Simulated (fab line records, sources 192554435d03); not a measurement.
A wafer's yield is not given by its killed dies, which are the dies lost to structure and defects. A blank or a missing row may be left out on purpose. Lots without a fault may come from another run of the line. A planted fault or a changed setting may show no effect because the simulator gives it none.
Split-lot experiment	flow n5Finfet	21 wafers read from 7 lots, route of 1938 steps

## THE SPLIT
At N5_WELL_APT_COAT_02 (resist thk 950 nm), the setting spinRpm was moved away from the recipe's 1357 rpm on 7 of the 21 wafers read, by -9.1% to +10.7%. The other wafers ran this setting at the recipe's value.

Reading taken at the split's own step.

## THE READING
coat_of_WELL_APT_COAT_02.thkNm (the simulator's own value, which no gauge read), in nm, at N5_WELL_APT_COAT_02 (resist thk 950 nm). The file does not state a usual value for it. Average 951.6 nm, standard deviation 1.4 nm, over the 14 wafers here run with the recipe.

wafer	tool, chamber at the split	spinRpm as run, rpm	against the recipe	coat_of_WELL_APT_COAT_02.thkNm, nm	against lot-mates on the recipe
L074.1	lithoTrack-05, 0	1357	recipe	951.5	-
L074.2	lithoTrack-05, 0	1502	+10.7%	902.9	-48.4
L074.5	lithoTrack-05, 0	1357	recipe	951	-
L076.3	lithoTrack-04, 0	1234	-9.1%	999.9	+46.0
L076.4	lithoTrack-04, 0	1357	recipe	953.9	-
L076.6	lithoTrack-04, 0	1234	-9.1%	1004	+50.1
L077.4	lithoTrack-01, 0	1357	recipe	951.7	-
L077.5	lithoTrack-01, 0	1357	recipe	949.7	-
L077.6	lithoTrack-01, 0	1357	recipe	950.7	-
L078.2	lithoTrack-01, 0	1316	-3.0%	965	+14.4
L078.3	lithoTrack-01, 0	1357	recipe	950.6	-
L078.6	lithoTrack-01, 0	1316	-3.0%	963.9	+13.3
L086.1	lithoTrack-04, 0	1294	-4.6%	973	+22.9
L086.2	lithoTrack-04, 0	1294	-4.6%	973.2	+23.1
L086.3	lithoTrack-04, 0	1357	recipe	950.1	-
L087.2	lithoTrack-04, 0	1357	recipe	952.2	-
L087.5	lithoTrack-04, 0	1357	recipe	954	-
L087.6	lithoTrack-04, 0	1357	recipe	951.2	-
L091.2	lithoTrack-01, 0	1357	recipe	954.1	-
L091.3	lithoTrack-01, 0	1357	recipe	951.2	-
L091.4	lithoTrack-01, 0	1357	recipe	950.7	-

FIT RESULTS
A straight line over all 21 wafers: coat_of_WELL_APT_COAT_02.thkNm changes by -5.01 nm for each +1% of spinRpm; r = -0.99; the points scatter about the line by 2.5 nm.
The same after taking each lot's own level away (the mean of its wafers on the recipe; 21 wafers): -4.93 nm for each +1%; r = -1.00; scatter 1.8 nm.
Per that fit: largest spinRpm move, reading shift of 53 nm.
Across the lots, their own levels run from 950.10 to 953.90 nm, a range of 2.7 times the standard deviation given above.
So the lot-to-lot level changes the slope little: the two slopes agree.
Check: for one of the wafers moved furthest among these (+10.7%), held out of the fit, the line's prediction against its lot-mates is -55.9 nm. Against them it came out at -48.4 nm.

## FILE'S OWN FIT
coat_of_WELL_APT_COAT_02.thkNm changes by -4.85 nm for each +1% of spinRpm, r = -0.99.
